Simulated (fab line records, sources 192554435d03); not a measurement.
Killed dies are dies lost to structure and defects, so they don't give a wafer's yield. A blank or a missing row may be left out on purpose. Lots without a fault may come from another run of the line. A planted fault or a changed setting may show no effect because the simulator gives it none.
fab line records | flow n5_finfet
record lots=9 wafers=27 last_day=17
route steps=1938 shown MOL_CONTACT_COAG@530 MIM_BOT_ETCH@1866 TV_OPEN@1889 PASSIVATION@1931
lots that met no fault: from a run of the same line without faults
start_h: hours from the record's first day to the start of the lot's first wafer shown | wait_h: hours since the lot's step before | " the same as in the row above | L1.1+2: a row that stands for several wafers | - no value, or no start given | * or withheld: withheld | < > ~ a bound
route shown NAME@n: a module of which the file shows steps, and the number in the route of the first | usual: mean/standard deviation of fault-free wafers | same: alike in all rows | chamber/n: place in a boat | sites: the reading at each site | _std_site: their standard deviation | _edge_site: outer sites' mean less inner sites' | radius_mm: how far each site lies from the wafer's centre | mask NAME#n: copy n | behind: the tool/chamber that last shaped the wafer | hold: why the lot was held/for how many hours/how that ended | device: the transistor (n, p or np) that didn't switch | end of line: the same wafers' tests at the end of the route | a step without rows: its recipe alone | killed: dies lost to structure and defects at the first sort, not the wafer's yield | map: a wafer's dies, x killed, . not, _ none there
set.NAME: the setting as run; set.NAME@STEP: as run at that earlier step | model.NAME: the simulator's own value behind a step, which no gauge read
steps of the route over a sample of lots; a table a step, a row a wafer
services: from which hour (start_h, from the record's first day; less than 0 if before it) a tool's chamber was out of use, for how many hours, and why
## steps
# step N5_MOL_CONTACT_COAG_ETCH_59
# recipe chemistry=N2/H2 target=underlayer target_depth_a=130 mask_material=CAR-EUV time_s=10.4 ion_energy_ev=200 pressure_mtorr=30 source_w=840 bias_w=150 n2_flow_sccm=200 h2_flow_sccm=200 ends=cleared
# usual drypump_motor_current_A=5.8/0.43 etch_rf_on_time_s=10.37/0.17 n2_flow_sccm=200.0/0.58 oes_product_au=0.66/0.077 rf_vpp_V=524.7/2.8 showerhead_plenum_p_Torr=2.58/0.1 throttle_valve_pct=17.92/0.29
# columns lot.wafer tool chamber start_h wait_h drypump_motor_current_A etch_rf_on_time_s n2_flow_sccm oes_product_au rf_hours_counter_h rf_vpp_V showerhead_plenum_p_Torr throttle_valve_pct
L845.1 rie_diel-06 2 106.01 0.0 5.1 10.55 198.8 0.62 165 520.6 2.43 18.18
L845.3 " 0 " " 5.8 10.47 199.2 0.60 207 521.5 2.52 18.28
L845.6 " 0 " " 5.9 10.48 200.6 0.59 - 523.9 2.52 18.25
L846.1 rie_diel-06 3 118.91 0.0 5.7 10.04 200.6 0.80 13 527.1 2.71 17.67
L846.4 " 1 " " 5.9 10.25 199.9 0.59 230 521.4 2.41 18.55
L846.5 " 0 " " 5.9 10.35 199.3 0.60 - 523.9 2.52 18.28
L852.2 rie_diel-02 1 154.42 0.0 6.6 10.35 200.6 0.71 76 528.2 2.69 17.59
L852.4 " 0 " " 6.4 10.21 201.2 0.65 164 523.9 2.53 17.60
L852.5 " 2 " " 5.9 10.33 199.7 0.64 - 525.5 2.64 17.81
L853.2 rie_diel-06 0 162.34 0.0 5.9 10.34 199.3 0.59 227 523.4 2.51 18.31
L853.4 " 2 " " 5.1 10.43 199.4 0.62 177 519.9 2.43 18.19
L853.6 " 0 " " 5.9 10.39 199.9 0.59 - 524.5 2.51 18.32
L855.1 rie_diel-06 2 170.56 0.0 5.1 10.57 199.9 0.62 179 521.3 2.43 18.19
L855.2 " 0 " " 5.8 10.53 199.7 0.58 229 521.4 2.51 18.31
L855.6 " 2 " " 5.1 10.61 199.7 0.61 - 521.1 2.43 18.21
L856.1 rie_diel-06 2 171.64 0.0 5.1 10.37 200.9 0.62 180 520.5 2.43 18.19
L856.4 " 2 " " 5.1 10.47 200.3 0.62 - 519.6 2.43 18.20
L856.6 " 3 " " 5.8 10.11 201.3 0.76 - 527.0 2.70 17.70
L860.2 rie_diel-06 0 196.84 0.0 5.9 10.50 200.6 0.58 240 523.1 2.51 18.33
L860.3 " 3 " " 5.8 10.10 200.8 0.74 42 528.2 2.70 17.73
L860.5 " 0 " " 5.8 10.49 200.6 0.58 - 522.6 2.51 18.34
L861.1 rie_diel-06 1 207.12 0.0 5.9 10.19 200.0 0.83 10 530.2 2.72 18.14
L861.4 " 3 " " 5.8 10.30 199.8 0.74 - 526.8 2.69 17.74
L861.6 " 1 " " 5.9 10.24 200.3 0.82 - 526.7 2.72 18.15
L864.3 rie_diel-06 0 221.94 0.0 5.8 10.44 200.1 0.58 244 524.0 2.51 18.33
L864.4 " 1 " " 5.9 10.02 199.7 0.81 17 528.1 2.71 18.15
L864.5 " 0 " " 5.8 10.37 200.2 0.58 - 522.5 2.51 18.35
# step N5_MIM_BOT_ETCH_ETCH_04
# recipe chemistry=CF4/O2 target=SiNx target_depth_a=260 time_s=13 ion_energy_ev=100 pressure_mtorr=40 source_w=535 bias_w=49 Ar_flow_sccm=100 cf4_flow_sccm=100 O2_flow_sccm=10
# usual O2_flow_sccm=10.00/0.033 drypump_motor_current_A=5.7/0.46 oes_product_au=0.82/0.087 rf_vpp_V=242.5/2.7 showerhead_plenum_p_Torr=2.24/0.076 throttle_valve_pct=15.96/0.21
# columns lot.wafer tool chamber start_h wait_h O2_flow_sccm drypump_motor_current_A oes_product_au rf_hours_counter_h rf_vpp_V showerhead_plenum_p_Torr throttle_valve_pct
L845.1 rie_diel-05 2 291.90 0.0 9.96 5.6 0.83 51 242.6 2.33 15.87
L845.3 " 1 " " 10.05 5.2 0.78 115 246.1 2.22 16.28
L845.6 " 1 " " 10.02 5.2 0.79 - 246.5 2.22 16.27
L846.1 rie_diel-05 0 295.40 0.0 9.98 5.9 0.85 66 239.1 2.14 15.66
L846.4 " 1 " " 10.00 5.2 0.77 116 246.2 2.22 16.29
L846.5 " 2 " " 10.01 5.6 0.82 - 241.9 2.33 15.88
L852.2 rie_diel-02 1 332.96 0.0 10.04 6.6 0.76 133 243.6 2.30 15.83
L852.4 " 2 " " 10.02 5.9 0.68 248 245.6 2.25 16.05
L852.5 " 2 " " 10.00 5.9 0.68 - 246.1 2.25 16.04
L853.2 rie_diel-06 1 346.17 0.0 10.01 5.9 0.86 66 244.4 2.32 16.22
L853.4 " 0 " " 9.95 5.8 0.87 - 236.4 2.15 15.97
L853.6 " 3 " " 10.01 5.8 0.81 - 244.5 2.31 15.91
L856.1 rie_diel-05 3 348.75 0.0 9.96 4.9 1.00 2 242.3 2.26 15.74
L856.4 " 1 " " 9.99 5.2 0.76 137 247.3 2.21 16.32
L856.6 " 3 " " 9.97 4.9 1.00 - 243.2 2.26 15.75
L855.1 rie_diel-06 1 352.22 0.0 9.92 5.9 0.85 69 241.4 2.32 16.24
L855.2 " 3 " " 10.04 5.8 0.80 99 245.0 2.31 15.92
L855.6 " 1 " " 9.95 5.9 0.85 - 244.2 2.32 16.22
L860.2 rie_diel-05 1 375.90 0.0 10.04 5.2 0.76 147 247.1 2.21 16.34
L860.3 " 0 " " 9.99 5.9 0.82 93 240.5 2.14 15.70
L860.5 " 3 " " 9.98 4.9 0.97 - 241.1 2.25 15.78
L861.1 rie_diel-06 3 380.92 0.0 10.00 5.8 0.80 110 243.0 2.31 15.92
L861.4 " 1 " " 9.96 5.9 0.84 81 246.2 2.32 16.25
L861.6 " 0 " " 10.01 5.8 0.85 - 237.4 2.15 16.00
L864.3 rie_diel-02 1 405.45 0.0 9.98 6.6 0.73 164 241.7 2.29 15.88
L864.4 " 3 " " 10.02 5.8 0.83 - 242.6 2.14 15.76
L864.5 " 2 " " 10.01 5.9 0.94 - 244.6 2.25 15.60
# step N5_PASSIVATION_STRIP_14
# recipe chemistry=O2 power_w=600 temp_c=60 pressure_mtorr=30 rf_frequency_hz=6e+07 bias_power_w=0 overash_fraction=0.5 o2_flow_sccm=225
# usual drypump_motor_current_A=5.8/0.61 oes_product_au=0.81/0.088 rf_vpp_V=3.7/0.9 showerhead_plenum_p_Torr=2.11/0.078 throttle_valve_pct=16.61/0.18
# columns lot.wafer tool chamber start_h wait_h drypump_motor_current_A oes_product_au rf_hours_counter_h rf_vpp_V showerhead_plenum_p_Torr throttle_valve_pct
L845.1 rie_diel-01 3 295.72 0.1 6.2 0.75 141 4.4 2.01 16.55
L845.3 " 0 " " 5.8 0.88 58 3.1 2.22 16.44
L845.6 " 0 " " 5.9 0.87 - 3.5 2.22 16.42
L846.1 rie_diel-03 2 298.61 0.1 5.5 0.70 225 3.5 2.06 16.84
L846.4 " 1 " " 6.1 0.71 180 4.1 2.18 16.86
L846.5 " 3 " " 6.4 0.84 - 3.0 2.23 16.41
L852.2 rie_diel-03 0 336.63 0.1 5.1 0.71 209 4.4 2.00 16.68
L852.4 " 2 " " 5.5 0.69 238 3.5 2.06 16.87
L852.5 " 2 " " 5.5 0.70 - 4.5 2.06 16.90
L853.2 rie_diel-01 1 350.36 0.1 4.7 0.85 50 2.7 2.12 16.63
L853.4 " 3 " " 6.2 0.73 156 4.4 2.00 16.57
L853.6 " 1 " " 4.7 0.87 - 3.0 2.12 16.62
L856.1 rie_diel-01 2 351.14 0.1 6.6 0.86 44 4.4 2.05 16.71
L856.4 " 0 " " 5.9 0.86 74 4.5 2.21 16.49
L856.6 " 3 " " 6.2 0.74 - 2.4 2.00 16.55
L855.1 rie_diel-04 3 357.38 0.1 6.8 0.96 12 2.5 2.23 16.20
L855.2 " 2 " " 6.1 0.90 33 1.9 2.05 16.52
L855.6 " 2 " " 6.1 0.91 - 3.8 2.05 16.52
L860.2 rie_diel-01 0 378.95 0.1 5.8 0.85 83 1.8 2.21 16.51
L860.3 " 1 " " 4.7 0.85 58 3.1 2.12 16.64
L860.5 " 1 " " 4.7 0.85 - 4.2 2.12 16.62
L861.1 rie_diel-03 3 384.83 0.1 6.4 0.80 81 2.9 2.22 16.46
L861.4 " 0 " " 5.1 0.69 - 4.0 1.99 16.67
L861.6 " 3 " " 6.4 0.81 - 3.5 2.22 16.46
L864.3 rie_diel-01 3 409.47 0.1 6.2 0.72 175 2.5 2.00 16.62
L864.4 " 0 " " 5.8 0.84 92 2.6 2.20 16.51
L864.5 " 1 " " 4.7 0.83 - 3.7 2.12 16.62
# step N5_PASSIVATION_STRIP_48
# recipe chemistry=O2 power_w=600 temp_c=60 pressure_mtorr=30 rf_frequency_hz=6e+07 bias_power_w=0 overash_fraction=0.5 o2_flow_sccm=225
# usual drypump_motor_current_A=5.7/0.46 oes_product_au=0.81/0.081 rf_vpp_V=3.6/2.4 showerhead_plenum_p_Torr=2.13/0.069 throttle_valve_pct=16.64/0.2
# columns lot.wafer tool chamber start_h wait_h drypump_motor_current_A oes_product_au rf_hours_counter_h rf_vpp_V showerhead_plenum_p_Torr throttle_valve_pct
L845.1 rie_diel-05 2 299.66 0.1 5.5 0.84 54 4.4 2.22 16.53
L845.3 " 1 " " 5.2 0.80 117 5.1 2.11 17.01
L845.6 " 2 " " 5.5 0.86 - 2.2 2.22 16.56
L846.1 rie_diel-06 0 302.95 0.1 5.9 0.91 12 2.7 2.07 16.74
L846.4 " 2 " " 5.1 0.70 235 2.0 1.99 17.14
L846.5 " 0 " " 5.8 0.89 - 7.9 2.06 16.71
L852.2 rie_diel-02 3 341.35 0.1 5.8 0.87 38 5.4 2.05 16.38
L852.4 " 3 " " 5.8 0.92 - 2.5 2.05 16.35
L852.5 " 1 " " 6.5 0.75 - 1.5 2.20 16.57
L853.2 rie_diel-02 0 354.51 0.1 6.4 0.67 240 1.0 2.07 16.56
L853.4 " 1 " " 6.5 0.77 - 2.7 2.19 16.58
L853.6 " 3 " " 5.8 0.87 - 3.6 2.05 16.40
L856.1 rie_diel-05 3 354.99 0.1 4.9 0.99 4 3.9 2.14 16.42
L856.4 " 0 " " 5.9 0.81 86 3.8 2.03 16.31
L856.6 " 1 " " 5.2 0.75 - 6.1 2.10 16.97
L855.1 rie_diel-06 3 360.94 0.1 5.7 0.81 103 2.4 2.19 16.56
L855.2 " 0 " " 5.8 0.84 37 1.1 2.06 16.80
L855.6 " 1 " " 5.9 0.85 - 2.9 2.20 16.75
L860.2 rie_diel-06 1 382.80 0.1 5.9 0.83 81 2.2 2.20 16.91
L860.3 " 3 " " 5.8 0.82 111 4.2 2.19 16.58
L860.5 " 3 " " 5.7 0.81 - 3.2 2.19 16.55
L861.1 rie_diel-05 2 388.46 0.1 5.5 0.81 91 0.7 2.21 16.58
L861.4 " 2 " " 5.5 0.79 - 9.4 2.21 16.61
L861.6 " 3 " " 4.8 0.95 - 1.7 2.13 16.45
L864.3 rie_diel-02 1 413.32 0.1 6.5 0.73 168 3.3 2.18 16.60
L864.4 " 2 " " 6.0 0.95 - 0.5 2.15 16.31
L864.5 " 1 " " 6.5 0.73 - 8.1 2.19 16.60
# step N5_PASSIVATION_PROBE_49
# usual defect_limited_yield=91.7/1.5 killed_at_M0_to_M3=30/8.6 killed_at_M4_up=12/4.5 killed_at_contacts=13/5.8 killed_at_front_end=38/11 killed_at_other=4/3 killed_dies=97/17 killed_on_rim=13/3.6 killed_open=63/12 killed_short=32/8.8 sort_bin_5_function=4.8/0.91 sort_bin_6_memory=3.1/0.68 sort_n_pass=1083/17 sort_yield_pct=91.7/1.5
# same gross_dies=1180 killed_at_back_side=0 sort_bin_4_leakage[%]=0 sort_bin_8_speed[%]=0
# columns lot.wafer tool chamber start_h wait_h defect_limited_yield[%] killed_at_M0_to_M3 killed_at_M4_up killed_at_contacts killed_at_front_end killed_at_other killed_dies killed_on_rim killed_open killed_short sort_bin_5_function[%] sort_bin_6_memory[%] sort_n_pass sort_yield_pct[%]
L860.2 prober-01 - 385.39 0.1 90.8 30 12 15 46 6 109 17 71 36 4.8 3.8 1071 90.8
L860.3 prober-01 - 385.44 0.1 90.3 40 9 18 44 4 115 16 71 43 5.6 3.7 1065 90.3
L860.5 prober-01 - 385.54 0.2 88.5 36 11 34 47 8 136 12 95 41 6.6 4.4 1044 88.5
L861.1 prober-02 - 391.01 0.0 85.9 53 7 51 52 3 166 37 79 38 8.1 4.7 1014 85.9
L861.4 prober-02 - 391.16 0.2 84.7 33 9 94 41 4 181 12 57 35 9.8 4.1 999 84.7
L861.6 prober-02 - 391.26 0.3 89.3 32 7 47 36 4 126 24 46 38 5.8 4.3 1054 89.3
L864.3 prober-01 - 415.91 0.1 86.7 34 9 84 26 4 157 23 54 31 8.4 3.5 1023 86.7
L864.4 prober-01 - 415.96 0.2 89.4 35 8 55 23 4 125 27 55 20 6.9 2.7 1055 89.4
L864.5 prober-01 - 416.01 0.2 86.2 42 13 86 22 0 163 26 64 31 8.4 4.2 1017 86.2
# killed by level:class
L860.2 STI_FIN_REVEAL:geometric_particle:open=15 MOL_CONTACT_COAG:geometric_particle:open=12 DUMMY_GATE:geometric_particle:open=8 BEOL_M3:geometric_particle:open=7 BEOL_M0_SAQP:geometric_particle:open=6 FIN_SAQP:geometric_particle:short=4 BEOL_M2:geometric_particle:open=4 BEOL_M3:geometric_particle:short=4
L860.3 MOL_CONTACT_COAG:geometric_particle:open=17 FIN_SAQP:geometric_particle:short=16 BEOL_M0_SAQP:geometric_particle:open=9 BEOL_M2:geometric_particle:open=8 STI_FIN_REVEAL:geometric_particle:open=7 GATE_CUT:geometric_particle:short=6 BEOL_M0_SAQP:geometric_particle:short=6 BEOL_M1:geometric_particle:open=6
L860.5 MOL_CONTACT_COAG:geometric_particle:open=29 STI_FIN_REVEAL:geometric_particle:open=16 BEOL_M3:geometric_particle:open=8 DUMMY_GATE:geometric_particle:open=7 BEOL_M0_SAQP:geometric_particle:short=7 FIN_SAQP:geometric_particle:short=5 MOL_CONTACT_COAG:geometric_particle:short=5 PAD_METAL:geometric_particle:short=5
L861.1 MOL_CONTACT_COAG:unspecified=45 STI_FIN_REVEAL:geometric_particle:open=17 BEOL_M0_SAQP:geometric_particle:open=14 BEOL_M3:geometric_particle:open=9 BEOL_M1:geometric_particle:open=8 FIN_SAQP:geometric_particle:short=7 BEOL_M3:geometric_particle:short=7 BEOL_M0_SAQP:geometric_particle:short=7
L861.4 MOL_CONTACT_COAG:unspecified=87 STI_FIN_REVEAL:geometric_particle:open=17 BEOL_M0_SAQP:geometric_particle:short=12 GATE_CUT:geometric_particle:short=7 BEOL_M0_SAQP:geometric_particle:open=6 MOL_CONTACT_COAG:geometric_particle:open=6 STI_FIN_REVEAL:geometric_particle:short=5 BEOL_M2:geometric_particle:open=5
L861.6 MOL_CONTACT_COAG:unspecified=39 FIN_SAQP:geometric_particle:short=12 BEOL_M3:geometric_particle:open=9 FIN_SAQP:geometric_particle:open=7 GATE_CUT:geometric_particle:short=7 BEOL_M2:geometric_particle:open=7 MOL_CONTACT_COAG:geometric_particle:open=6 BEOL_M0_SAQP:geometric_particle:short=5
L864.3 MOL_CONTACT_COAG:unspecified=70 MOL_CONTACT_COAG:geometric_particle:open=13 BEOL_M3:geometric_particle:open=12 FIN_SAQP:geometric_particle:short=7 BEOL_M0_SAQP:geometric_particle:open=6 BEOL_M1:geometric_particle:open=5 BEOL_M3:geometric_particle:short=5 BEOL_M4:geometric_particle:open=4
L864.4 MOL_CONTACT_COAG:unspecified=47 BEOL_M3:geometric_particle:open=11 STI_FIN_REVEAL:geometric_particle:open=6 BEOL_M0_SAQP:geometric_particle:open=6 BEOL_M1:geometric_particle:open=6 MOL_CONTACT_COAG:geometric_particle:open=5 DUMMY_GATE:geometric_particle:open=3 GATE_CUT:geometric_particle:open=3
L864.5 MOL_CONTACT_COAG:unspecified=67 MOL_CONTACT_COAG:geometric_particle:open=14 BEOL_M1:geometric_particle:open=12 BEOL_M2:geometric_particle:open=10 FIN_SAQP:geometric_particle:short=8 BEOL_M0_SAQP:geometric_particle:open=8 BEOL_M4:geometric_particle:open=6 STARTING-WAFER:geometric_particle:open=5
## services
# columns tool chamber start_h hours kind
rie_diel-05 3 85.44 2.8 repair
rie_diel-06 1 99.50 6.9 repair
rie_diel-03 - 123.29 14.6 pm
rie_diel-04 2 124.85 24.6 repair
rie_diel-04 0 161.53 6.6 repair
rie_diel-06 1 170.03 - clean
rie_diel-06 1 170.03 - consumable_replace:focus_ring
rie_diel-06 1 170.03 - consumable_replace:showerhead
rie_diel-06 1 170.03 12.2 scheduled_down
rie_diel-06 1 170.03 12.2 vent_cycle
rie_diel-03 1 175.27 12.3 repair
rie_diel-04 3 193.45 8.9 repair
rie_diel-06 0 200.31 15.8 repair
rie_diel-04 - 211.67 2.8 pm
rie_diel-01 - 217.33 9.7 repair
rie_diel-04 - 217.33 2.1 repair
rie_diel-01 - 229.97 2.8 pm
rie_diel-04 1 239.23 6.4 repair
rie_diel-01 3 284.47 7.4 repair
rie_diel-05 0 304.59 5.7 repair
rie_diel-06 3 310.47 18.0 repair
rie_diel-06 2 382.78 5.8 repair
rie_diel-05 0 383.06 16.6 repair
rie_diel-02 0 404.97 10.5 repair
## key
first_sign step=N5_PASSIVATION_PROBE_49 reading=killed_at_contacts direction=up sigmas=9.7 usual=13 struck=70
effect step=N5_PASSIVATION_PROBE_49 reading=killed_dies direction=up sigmas=3.2 usual=97 struck=153
more_kills_born_at N5_MOL_CONTACT_COAG_ETCH_59@rie_diel-06=355
met_at N5_MOL_CONTACT_COAG_ETCH_59
struck_lots L861,L864
not_acting_at N5_MIM_BOT_ETCH_ETCH_04,N5_PASSIVATION_STRIP_14,N5_PASSIVATION_STRIP_48
onset_between 196.84 207.12
also_fits time
fault kind=chamber_particle_source tool=rie_diel-06 chamber=- onset_h=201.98 steps=N5_MOL_CONTACT_COAG_ETCH_59 rate_per_visit_cm2=0.41336 end_h=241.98
